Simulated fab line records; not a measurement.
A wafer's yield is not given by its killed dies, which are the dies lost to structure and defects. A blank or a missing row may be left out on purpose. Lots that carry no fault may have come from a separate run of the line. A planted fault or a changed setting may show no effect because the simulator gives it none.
fab line records	flow n5-finfet
record: lots: 7	wafers: 39
route steps=1938 shown DUMMY_GATE@228 HKMG_FIN@403 GATE_CUT@484
start-h: hours from the record's opening day to when the first of the lot's shown wafers began	wait-h: how many hours have passed since the lot's step before this one	" the same as in the row above	L1.1+2: a single row standing in for several wafers	- no value, or no start was given	* or withheld: withheld	< > ~ a bound
route shown NAME@n: names a module that has steps shown in the file, with the first one's number in the route	usual: average and standard deviation across the fault-free wafers	same: alike in all rows	chamber/n: place in a boat	sites: readings site by site	_std_site: how widely they spread, as a standard deviation	_edge_site: mean of outer sites minus mean of inner sites	radius-mm: for every site, how far away it sits from the centre of the wafer	mask NAME#n: copy n	behind: the last tool/chamber to shape the wafer	hold: reason for holding the lot/hours on hold/outcome of the hold	device: the transistor (n, p or np) that didn't switch	end of line: at the end of the route, the tests of the same wafers	where a step has no rows: the recipe by itself	killed: dies lost to structure and defects at the first sort, not the wafer's yield	map: a wafer's dies, marking killed ones x, the rest . and places with no die _
set.NAME: the setting as run; set.NAME@STEP: as run at that earlier step	model.NAME: the simulator's own value behind a step, which no gauge read
lots whose settings were changed on purpose; a table a step, a row a wafer
== steps ==
step: N5_DUMMY_GATE_EXPOSE_12
recipe: mask-id: GATE	na: 0.33	source-shape: annular	sigma-inner: 0.2	sigma-outer: 0.6	polarization: unpolarized	target-cd-nm: 25	dose-mj: 34
lot.wafer	tool	chamber	start-h	wait-h	mask	set.dose-mj
L075.1+3+4	euv-scanner-01	0	56.48	-	GATE#0	32.72
L075.2+5+6	"	0	"	"	GATE#0	34
L080.1+4+6	euv-scanner-02	0	82.57	-	GATE#0	34
L080.2+3+5	"	0	"	"	GATE#0	36.43
L083.1+3+6	euv-scanner-02	0	101.18	-	GATE#0	34
L083.2+4+5	"	0	"	"	GATE#0	35.51
L085.1+2+4	euv-scanner-01	0	113.84	-	GATE#0	35.62
L085.3+5+6	"	0	"	"	GATE#0	34
L086.1+5+6	euv-scanner-01	0	119.48	-	GATE#0	34
L086.2+3+4	"	0	"	"	GATE#0	36.3
L087.1+2+3	euv-scanner-02	0	124.10	-	GATE#0	34
L091.1+2+5	euv-scanner-01	0	150.95	-	GATE#0	35.6
L091.3+4+6	"	0	"	"	GATE#0	34
step: N5_DUMMY_GATE_PEB_13
recipe: peb-temp-c: 100	peb-time-s: 60	resist: CAR-EUV
step: N5_DUMMY_GATE_DEVELOP_14
recipe: develop-time-s: 30	developer: TMAH	resist: CAR-EUV	rinse-liquid: surfactant-rinse	dry: air-spin	dev-temp-c: 23
step: N5_DUMMY_GATE_CD_MEAS_15
recipe: target-cd-nm: 25.8	landing-energy-ev: 500	detector: se-inlens
usual: cd-nm: 24.99/0.22
lot.wafer	tool	chamber	start-h	wait-h	set.dose-mj@DUMMY_GATE_EXPOSE_12	cd-nm
L075.1	cd-sem-01	0	56.60	-	32.72	25.73
L075.2	"	0	"	"	34	25.09
L075.3	"	0	"	"	32.72	25.66
L075.4	"	0	"	"	32.72	25.52
L075.5	"	0	"	"	34	24.87
L075.6	"	0	"	"	34	24.99
L080.1	cd-sem-01	0	82.69	-	34	24.97
L080.2	"	0	"	"	36.43	23.97
L080.3	"	0	"	"	36.43	23.82
L080.4	"	0	"	"	34	24.94
L080.5	"	0	"	"	36.43	24.02
L080.6	"	0	"	"	34	24.96
L083.1	cd-sem-02	0	101.31	-	34	24.92
L083.2	"	0	"	"	35.51	24.11
L083.3	"	0	"	"	34	25.06
L083.4	"	0	"	"	35.51	23.94
L083.5	"	0	"	"	35.51	24.27
L083.6	"	0	"	"	34	24.93
L085.1	cd-sem-02	0	113.97	-	35.62	24.37
L085.2	"	0	"	"	35.62	24.10
L085.3	"	0	"	"	34	25.19
L085.4	"	0	"	"	35.62	24.59
L085.5	"	0	"	"	34	24.82
L085.6	"	0	"	"	34	25.15
L086.1	cd-sem-01	0	119.61	-	34	24.75
L086.2	"	0	"	"	36.3	23.88
L086.3	"	0	"	"	36.3	23.40
L086.4	"	0	"	"	36.3	23.98
L086.5	"	0	"	"	34	25.30
L086.6	"	0	"	"	34	25.16
L087.1	cd-sem-03	0	124.22	-	34	24.86
L087.2	"	0	"	"	34	25.22
L087.3	"	0	"	"	34	25.14
L091.1	cd-sem-03	0	151.08	-	35.6	24.45
L091.2	"	0	"	"	35.6	24.16
L091.3	"	0	"	"	34	24.75
L091.4	"	0	"	"	34	24.95
L091.5	"	0	"	"	35.6	24.21
L091.6	"	0	"	"	34	25.14
step: N5_DUMMY_GATE_ETCH_37
recipe: chemistry: N2/H2	target: SOC	target-depth-a: 600	overetch-a: 300	temp-c: 40	ion-energy-ev: 200	pressure-mtorr: 30	source-w: 840	bias-w: 150	n2-flow-sccm: 200	h2-flow-sccm: 200
usual: rf-vpp-V: 524.8/2.5
lot.wafer	tool	chamber	start-h	wait-h	set.source-w	rf-vpp-V
L075.1	rie-diel-01	3	56.88	0.0	840	525.3
L075.2	"	1	"	"	840	525.1
L075.3	"	2	"	"	840	519.3
L075.4	"	0	"	"	840	527.1
L075.5	"	2	"	"	840	521.1
L075.6	"	1	"	"	840	526.6
L080.1	rie-diel-01	0	83.15	0.0	902.1	512.4
L080.2	"	1	"	"	840	526.8
L080.3	"	2	"	"	840	520.7
L080.4	"	1	"	"	902.1	514.1
L080.5	"	0	"	"	902.1	514.0
L080.6	"	2	"	"	840	518.3
L083.1	rie-diel-05	2	101.85	0.0	840	521.3
L083.2	"	1	"	"	884.5	514.3
L083.3	"	0	"	"	840	526.0
L083.4	"	2	"	"	840	520.2
L083.5	"	0	"	"	884.5	519.1
L083.6	"	1	"	"	884.5	515.3
L085.1	rie-diel-01	2	114.34	0.0	840	519.6
L085.2	"	3	"	"	758.6	545.0
L085.3	"	0	"	"	840	524.5
L085.4	"	1	"	"	840	524.5
L085.5	"	3	"	"	758.6	544.4
L085.6	"	0	"	"	758.6	542.1
L086.1	rie-diel-05	1	119.89	0.0	780.5	535.4
L086.2	"	0	"	"	840	526.3
L086.3	"	2	"	"	780.5	534.4
L086.4	"	3	"	"	840	526.5
L086.5	"	2	"	"	840	520.5
L086.6	"	1	"	"	780.5	537.1
L087.1	rie-diel-02	3	124.50	0.0	840	529.0
L087.2	"	0	"	"	840	527.3
L087.3	"	1	"	"	840	525.7
L091.1	rie-diel-01	3	151.36	0.0	840	525.6
L091.2	"	2	"	"	840	520.9
L091.3	"	1	"	"	840	525.5
L091.4	"	0	"	"	840	525.2
L091.5	"	3	"	"	840	525.8
L091.6	"	2	"	"	840	520.3
step: N5_DUMMY_GATE_STRIP_38
recipe: chemistry: N2/H2	temp-c: 40	n2-flow-sccm: 200	h2-flow-sccm: 200	rf-frequency-hz: 6e+07
step: N5_DUMMY_GATE_STRIP_39
recipe: chemistry: N2/H2	temp-c: 40	n2-flow-sccm: 200	h2-flow-sccm: 200	rf-frequency-hz: 6e+07
step: N5_DUMMY_GATE_TRIM_49
recipe: chemistry: O2	resist: SOC	time-s: 29	target-cd-nm: 14	source-power-w: 300	bias-power-w: 0	O2_flow_sccm: 100	temp-c: 20
lot.wafer	tool	chamber	start-h	wait-h	set.dose-mj@DUMMY_GATE_EXPOSE_12	model.DUMMY_GATE.cd-nm
L075.1	rie-si-04	2	56.96	0.0	32.72	14.8
L075.2+6	"	1,2	"	"	34	13.8
L075.3	"	3	"	"	32.72	15.2
L075.4	"	0	"	"	32.72	15
L075.5	"	3	"	"	34	14.4
L080.1+6	rie-si-05	0,1	83.23	0.0	34	14.2
L080.2	"	3	"	"	36.43	12.6
L080.3	"	2	"	"	36.43	13.4
L080.4	"	1	"	"	34	14
L080.5	"	0	"	"	36.43	13
L083.1	rie-si-03	1	101.94	0.0	34	13.8
L083.2+4	"	3,2	"	"	35.51	12.8
L083.3	"	0	"	"	34	13.6
L083.5	"	3	"	"	35.51	13.2
L083.6	"	0	"	"	34	13
L085.1+2	rie-si-05	3,1	114.42	0.0	35.62	13.6
L085.3	"	2	"	"	34	14.6
L085.4	"	0	"	"	35.62	12.8
L085.5	"	0	"	"	34	14
L085.6	"	1	"	"	34	14.8
L086.1+5	rie-si-05	1,0	119.97	0.0	34	13.8
L086.2+3	"	2,3	"	"	36.3	13
L086.4	"	0	"	"	36.3	12.4
L086.6	"	1	"	"	34	14
L087.1	rie-si-05	3	124.58	0.0	34	13.8
L087.2	"	2	"	"	34	14.4
L087.3	"	0	"	"	34	14
L091.1+5	rie-si-05	0,3	151.44	0.0	35.6	13.6
L091.2	"	3	"	"	35.6	13.8
L091.3	"	2	"	"	34	14.2
L091.4	"	1	"	"	34	14.6
L091.6	"	2	"	"	34	14.8
step: N5_HKMG_FIN_ETCH_55
recipe: chemistry: N2/H2	target: SOC	target-depth-a: 2400	temp-c: 40	time-s: 300	ion-energy-ev: 200	mask-material: SiARC	pressure-mtorr: 30	source-w: 840	bias-w: 150	n2-flow-sccm: 200	h2-flow-sccm: 200
lot.wafer	tool	chamber	start-h	wait-h	set.time-s	model.HKMG_FIN.feature-depth-nm	model.etch.depth-nm	model.SiARC_of_HKMG_FIN_COAT_42.thk-nm
L075.1	rie-diel-03	1	82.65	0.0	300	242.4	242.4	20.8
L075.2	"	2	"	"	269.7	212.8	212.7	22.6
L075.3	"	0	"	"	300	238.6	238.5	21.2
L075.4	"	3	"	"	269.7	216.2	216.2	22.6
L075.5	"	1	"	"	300	243.6	243.5	20.6
L075.6	"	0	"	"	269.7	215.2	215.2	22.4
L080.1	rie-diel-04	1	108.62	0.0	300	239.6	239.7	21.2
L080.2	"	0	"	"	300	239.2	239.1	21.6
L080.3	"	2	"	"	300	233.6	233.6	21.6
L080.4	"	3	"	"	300	236.6	236.5	21.8
L080.5	"	1	"	"	300	241.4	241.4	21.2
L080.6	"	0	"	"	300	238	237.9	21.6
L083.1	rie-diel-06	2	127.58	0.0	341.8	279.2	279.2	18.8
L083.2	"	1	"	"	300	246.8	246.8	20.8
L083.3	"	3	"	"	300	248.2	248.2	20.6
L083.4	"	2	"	"	341.8	278.8	278.8	18.8
L083.5	"	3	"	"	300	248.4	248.4	20.6
L083.6	"	1	"	"	341.8	279.8	279.8	18.8
L085.1	rie-diel-03	1	141.57	0.0	349.6	277.8	277.8	18.6
L085.2	"	3	"	"	349.6	280	280.1	18.8
L085.3	"	2	"	"	300	236.4	236.3	21.2
L085.4	"	0	"	"	300	239.2	239.2	21.2
L085.5	"	2	"	"	300	233.8	233.8	21.4
L085.6	"	1	"	"	349.6	279.2	279.1	18.6
L086.1	rie-diel-04	3	145.87	0.0	300	237.6	237.7	21.4
L086.2	"	1	"	"	357	283.6	283.6	18.6
L086.3	"	0	"	"	357	281.8	281.9	19
L086.4	"	1	"	"	300	239.2	239.2	21.2
L086.5	"	3	"	"	300	237.2	237.3	21.6
L086.6	"	0	"	"	357	283.2	283.1	19
L087.1	rie-diel-03	0	147.88	0.0	300	240	240.1	21.2
L087.2	"	1	"	"	300	240.4	240.5	21
L087.3	"	2	"	"	300	239.2	239.2	21
L091.1	rie-diel-06	0	176.51	0.0	253.9	204.8	204.7	23.2
L091.2	"	1	"	"	300	246.6	246.7	20.4
L091.3	"	2	"	"	300	244	244.1	20.8
L091.4	"	3	"	"	253.9	210.6	210.6	22.6
L091.5	"	0	"	"	300	240.6	240.5	21.2
L091.6	"	3	"	"	253.9	212	211.9	22.6
step: N5_GATE_CUT_EXPOSE_10
recipe: mask-id: GATE_CUT	na: 0.33	source-shape: annular	sigma-inner: 0.35	sigma-outer: 0.8	polarization: unpolarized	target-cd-nm: 20	dose-mj: 43.25
lot.wafer	tool	chamber	start-h	wait-h	mask	set.dose-mj
L075.1+2+3+4+5+6	euv-scanner-02	0	94.32	-	GATE_CUT#0	43.25
L080.1+3+6	euv-scanner-02	0	119.72	-	GATE_CUT#0	44.15
L080.2+4+5	"	0	"	"	GATE_CUT#0	43.25
L083.1+2+6	euv-scanner-01	0	138.83	-	GATE_CUT#0	43.25
L083.3+4+5	"	0	"	"	GATE_CUT#0	46.02
L085.1+4+6	euv-scanner-01	0	152.91	-	GATE_CUT#0	45.44
L085.2+3+5	"	0	"	"	GATE_CUT#0	43.25
L086.1+2+3	euv-scanner-02	0	157.09	-	GATE_CUT#0	43.25
L086.4+5+6	"	0	"	"	GATE_CUT#0	39.85
L087.1+2+3	euv-scanner-01	0	159.20	-	GATE_CUT#0	43.25
L091.1+3+4	euv-scanner-01	0	188.10	-	GATE_CUT#0	44.78
L091.2+5+6	"	0	"	"	GATE_CUT#0	43.25
step: N5_GATE_CUT_PEB_11
recipe: peb-temp-c: 100	peb-time-s: 60	resist: CAR-EUV
step: N5_GATE_CUT_DEVELOP_12
recipe: develop-time-s: 30	developer: TMAH	resist: CAR-EUV	rinse-liquid: surfactant-rinse	dry: air-spin	dev-temp-c: 23
step: N5_GATE_CUT_CD_MEAS_13
recipe: target-cd-nm: 20	landing-energy-ev: 500	detector: se-inlens
usual: cd-nm: 19.98/0.26
lot.wafer	tool	chamber	start-h	wait-h	set.dose-mj@GATE_CUT_EXPOSE_10	cd-nm
L075.1	cd-sem-02	0	94.45	-	43.25	20.73
L075.2	"	0	"	"	43.25	20.07
L075.3	"	0	"	"	43.25	20.08
L075.4	"	0	"	"	43.25	20.20
L075.5	"	0	"	"	43.25	19.69
L075.6	"	0	"	"	43.25	20.07
L080.1	cd-sem-01	0	119.85	-	44.15	20.22
L080.2	"	0	"	"	43.25	19.82
L080.3	"	0	"	"	44.15	20.37
L080.4	"	0	"	"	43.25	20.04
L080.5	"	0	"	"	43.25	20.10
L080.6	"	0	"	"	44.15	20.35
L083.1	cd-sem-01	0	138.97	-	43.25	19.44
L083.2	"	0	"	"	43.25	19.73
L083.3	"	0	"	"	46.02	21.37
L083.4	"	0	"	"	46.02	21.53
L083.5	"	0	"	"	46.02	21.29
L083.6	"	0	"	"	43.25	20.36
L085.1	cd-sem-03	0	153.04	-	45.44	21.38
L085.2	"	0	"	"	43.25	19.62
L085.3	"	0	"	"	43.25	19.92
L085.4	"	0	"	"	45.44	20.90
L085.5	"	0	"	"	43.25	19.80
L085.6	"	0	"	"	45.44	21.23
L086.1	cd-sem-01	0	157.22	-	43.25	20.24
L086.2	"	0	"	"	43.25	20.22
L086.3	"	0	"	"	43.25	19.99
L086.4	"	0	"	"	39.85	17.93
L086.5	"	0	"	"	39.85	17.82
L086.6	"	0	"	"	39.85	18.40
L087.1	cd-sem-03	0	159.33	-	43.25	19.69
L087.2	"	0	"	"	43.25	19.66
L087.3	"	0	"	"	43.25	19.91
L091.1	cd-sem-03	0	188.23	-	44.78	20.66
L091.2	"	0	"	"	43.25	19.92
L091.3	"	0	"	"	44.78	20.60
L091.4	"	0	"	"	44.78	20.27
L091.5	"	0	"	"	43.25	19.70
L091.6	"	0	"	"	43.25	19.84
step: N5_GATE_CUT_DESCUM_18
recipe: chemistry: O2	time-s: 7	source-power-w: 50	bias-power-w: 20	pressure-mtorr: 20	rf-frequency-hz: 2.712e+07	temp-c: 40	resist: CAR-EUV	o2-flow-sccm: 225
lot.wafer	tool	chamber	start-h	wait-h	set.dose-mj@GATE_CUT_EXPOSE_10	model.GATE_CUT.cd-nm
L075.1+3+4	rie-diel-02	1,2,0	94.58	0.0	43.25	20.2
L075.2+5+6	"	3,0,1	"	"	43.25	20
L080.1+3+6	rie-diel-02	2,1,3	119.97	0.0	44.15	20.4
L080.2+4+5	"	0,3,0	"	"	43.25	20
L083.1+2	rie-diel-02	2,0	139.09	0.0	43.25	19.8
L083.3+4+5	"	3,3,2	"	"	46.02	21.2
L083.6	"	0	"	"	43.25	20
L085.1	rie-diel-01	1	153.49	0.4	45.44	21.2
L085.2+3+5	"	3,2,3	"	"	43.25	19.8
L085.4+6	"	0	"	"	45.44	20.8
L086.1	rie-diel-01	3	157.34	0.0	43.25	20.2
L086.2	"	0	"	"	43.25	20
L086.3	"	1	"	"	43.25	19.8
L086.4	"	2	"	"	39.85	17.8
L086.5+6	"	3,0	"	"	39.85	18
L087.1+2+3	rie-diel-05	3,1,2	159.45	0.0	43.25	20
L091.1+3+4	rie-diel-02	2,0,1	188.35	0.0	44.78	20.6
L091.2+6	"	3	"	"	43.25	20
L091.5	"	2	"	"	43.25	19.8
step: N5_GATE_CUT_ETCH_28
recipe: chemistry: N2/H2	target: underlayer	target-depth-a: 130	mask-material: CAR-EUV	time-s: 10.4	ion-energy-ev: 200	pressure-mtorr: 30	source-w: 840	bias-w: 150	n2-flow-sccm: 200	h2-flow-sccm: 200	ends: cleared
lot.wafer	tool	chamber	start-h	wait-h	set.dose-mj@GATE_CUT_EXPOSE_10	model.GATE_CUT.cd-nm
L075.1	rie-diel-02	1	94.61	0.0	43.25	20.4
L075.2+5	"	3,0	"	"	43.25	20
L075.3+4+6	"	2,0,1	"	"	43.25	20.2
L080.1+6	rie-diel-02	2,3	120.01	0.0	44.15	20.4
L080.2+4+5	"	0,3,0	"	"	43.25	20
L080.3	"	1	"	"	44.15	20.6
L083.1+2	rie-diel-02	2,0	139.12	0.0	43.25	19.8
L083.3	"	3	"	"	46.02	21.4
L083.4+5	"	3,2	"	"	46.02	21.2
L083.6	"	0	"	"	43.25	20
L085.1	rie-diel-01	1	153.53	0.0	45.44	21.2
L085.2+3+5	"	3,2,3	"	"	43.25	19.8
L085.4+6	"	0	"	"	45.44	20.8
L086.1	rie-diel-01	3	157.38	0.0	43.25	20.2
L086.2+3	"	0,1	"	"	43.25	19.8
L086.4	"	2	"	"	39.85	17.6
L086.5+6	"	3,0	"	"	39.85	18
L087.1	rie-diel-05	3	159.49	0.0	43.25	19.8
L087.2+3	"	1,2	"	"	43.25	20
L091.1+3+4	rie-diel-02	2,0,1	188.39	0.0	44.78	20.6
L091.2+6	"	3	"	"	43.25	20
L091.5	"	2	"	"	43.25	19.8
step: N5_GATE_CUT_ETCH_36
recipe: chemistry: CF4	target: SiARC	target-depth-a: 130	mask-material: CAR-EUV	time-s: 21.7	ion-energy-ev: 80	pressure-mtorr: 40	source-w: 545	bias-w: 36	Ar_flow_sccm: 100	cf4-flow-sccm: 100	ends: cleared
lot.wafer	tool	chamber	start-h	wait-h	set.dose-mj@GATE_CUT_EXPOSE_10	model.GATE_CUT.cd-nm
L075.1+3+4	rie-diel-02	1,2,0	94.63	0.0	43.25	20.4
L075.2	"	3	"	"	43.25	20
L075.5+6	"	0,1	"	"	43.25	20.2
L080.1+6	rie-diel-02	2,3	120.03	0.0	44.15	20.4
L080.2+4+5	"	0,3,0	"	"	43.25	20
L080.3	"	1	"	"	44.15	20.6
L083.1+2+6	rie-diel-02	2,0,0	139.14	0.0	43.25	20
L083.3	"	3	"	"	46.02	21.4
L083.4+5	"	3,2	"	"	46.02	21.2
L085.1	rie-diel-01	1	153.55	0.0	45.44	21.2
L085.2+5	"	3	"	"	43.25	19.8
L085.3	"	2	"	"	43.25	20
L085.4+6	"	0	"	"	45.44	20.8
L086.1	rie-diel-01	3	157.40	0.0	43.25	20
L086.2+3	"	0,1	"	"	43.25	19.8
L086.4+5	"	2,3	"	"	39.85	17.8
L086.6	"	0	"	"	39.85	18
L087.1+2+3	rie-diel-05	3,1,2	159.51	0.0	43.25	20
L091.1+3+4	rie-diel-02	2,0,1	188.41	0.0	44.78	20.6
L091.2	"	3	"	"	43.25	20.2
L091.5	"	2	"	"	43.25	19.8
L091.6	"	3	"	"	43.25	20
step: N5_GATE_CUT_CUT_ETCH_54
recipe: chemistry: Cl2/BCl3	target: TiN	mask-material: SiO2	target-depth-a: 967	pressure-mtorr: 10	icp-w: 1000	bias-w: 126	Cl2_flow_sccm: 53.25	bcl3-flow-sccm: 21.75	Ar_flow_sccm: 25	ends: cleared
lot.wafer	tool	chamber	start-h	wait-h	set.bias-w
L075.1+4+6	rie-metal-03	1,0,1	95.03	0.0	135.7
L075.2+3+5	"	0,1,0	"	"	126
L080.1+2+3+4+5+6	rie-metal-02	0,1,1,0,1,0	120.42	0.0	126
L083.1+2+3+4+5+6	rie-metal-02	1,0,0,1,0,1	139.54	0.0	126
L085.1+2+4	rie-metal-02	0,1,0	153.94	0.0	126
L085.3+5+6	"	1,1,0	"	"	135
L086.1+5+6	rie-metal-02	0,1,0	157.79	0.0	102.4
L086.2+3+4	"	1,0,1	"	"	126
L087.1+2+3	rie-metal-03	1,0,0	159.90	0.0	126
L091.1+2+6	rie-metal-02	0,1,1	188.81	0.0	119.2
L091.3+4+5	"	0,1,0	"	"	126
step: N5_GATE_CUT_CUT_ETCH_55
recipe: chemistry: BCl3	target: HfO2	mask-material: SiO2	target-depth-a: 32	ion-energy-ev: 30	pressure-mtorr: 5	icp-w: 450	bias-w: 18	bcl3-flow-sccm: 80
step: N5_GATE_CUT_ETCH_47
recipe: chemistry: Cl2/BCl3	target: SiO2	target-depth-a: 100	pressure-mtorr: 10	icp-w: 1000	bias-w: 126	Cl2_flow_sccm: 53.25	bcl3-flow-sccm: 21.75	Ar_flow_sccm: 25
lot.wafer	tool	chamber	start-h	wait-h	set.dose-mj@GATE_CUT_EXPOSE_10	model.GATE_CUT.cd-nm
L075.1+3	rie-metal-03	1	95.12	0.0	43.25	20.6
L075.2	"	0	"	"	43.25	20.4
L075.4+5	"	0	"	"	43.25	20.2
L075.6	"	1	"	"	43.25	20.8
L080.1	rie-metal-02	0	120.51	0.0	44.15	20.2
L080.2	"	1	"	"	43.25	20.4
L080.3	"	1	"	"	44.15	20.8
L080.4	"	0	"	"	43.25	20
L080.5	"	1	"	"	43.25	20.2
L080.6	"	0	"	"	44.15	20.4
L083.1	rie-metal-02	1	139.63	0.0	43.25	20
L083.2	"	0	"	"	43.25	19
L083.3	"	0	"	"	46.02	21
L083.4	"	1	"	"	46.02	21.6
L083.5	"	0	"	"	46.02	20.6
L083.6	"	1	"	"	43.25	19.6
L085.1	rie-metal-02	0	154.03	0.0	45.44	20.8
L085.2	"	1	"	"	43.25	19.4
L085.3+5	"	1	"	"	43.25	19.6
L085.4	"	0	"	"	45.44	20.2
L085.6	"	0	"	"	45.44	20.6
L086.1	rie-metal-02	0	157.88	0.0	43.25	20.2
L086.2+3	"	1,0	"	"	43.25	19.8
L086.4	"	1	"	"	39.85	18
L086.5	"	1	"	"	39.85	18.4
L086.6	"	0	"	"	39.85	18.2
L087.1	rie-metal-03	1	159.99	0.0	43.25	19.6
L087.2+3	"	0	"	"	43.25	20.2
L091.1	rie-metal-02	0	188.90	0.0	44.78	20.6
L091.2	"	1	"	"	43.25	21
L091.3	"	0	"	"	44.78	20.8
L091.4	"	1	"	"	44.78	21.2
L091.5	"	0	"	"	43.25	19.8
L091.6	"	1	"	"	43.25	20.6
== key ==
split: step: N5_DUMMY_GATE_EXPOSE_12	setting: dose-mj	stated: 34	by: wafer
response: step: N5_DUMMY_GATE_CD_MEAS_15	reading: cd-nm	change: -0.165	per: 1%	r: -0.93
response: step: N5_DUMMY_GATE_TRIM_49	reading: model.DUMMY_GATE.cd-nm	change: -0.176	per: 1%	r: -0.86
split: step: N5_DUMMY_GATE_ETCH_37	setting: source-w	stated: 840	by: wafer
response: step: N5_DUMMY_GATE_ETCH_37	reading: rf-vpp-V	change: -1.67	per: 1%	r: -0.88
split: step: N5_HKMG_FIN_ETCH_55	setting: time-s	stated: 300	by: wafer
response: step: N5_HKMG_FIN_ETCH_55	reading: model.HKMG_FIN.feature-depth-nm	change: +2.4	per: 1%	r: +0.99
response: step: N5_HKMG_FIN_ETCH_55	reading: model.etch.depth-nm	change: +2.4	per: 1%	r: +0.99
response: step: N5_HKMG_FIN_ETCH_55	reading: model.SiARC_of_HKMG_FIN_COAT_42.thk-nm	change: -0.141	per: 1%	r: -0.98
split: step: N5_GATE_CUT_EXPOSE_10	setting: dose-mj	stated: 43.25	by: wafer
response: step: N5_GATE_CUT_CD_MEAS_13	reading: cd-nm	change: +0.252	per: 1%	r: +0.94
response: step: N5_GATE_CUT_DESCUM_18	reading: model.GATE_CUT.cd-nm	change: +0.232	per: 1%	r: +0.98
response: step: N5_GATE_CUT_ETCH_28	reading: model.GATE_CUT.cd-nm	change: +0.236	per: 1%	r: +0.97
response: step: N5_GATE_CUT_ETCH_36	reading: model.GATE_CUT.cd-nm	change: +0.222	per: 1%	r: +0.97
response: step: N5_GATE_CUT_ETCH_47	reading: model.GATE_CUT.cd-nm	change: +0.21	per: 1%	r: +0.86
split: step: N5_GATE_CUT_CUT_ETCH_54	setting: bias-w	stated: 126	by: wafer
response none clear
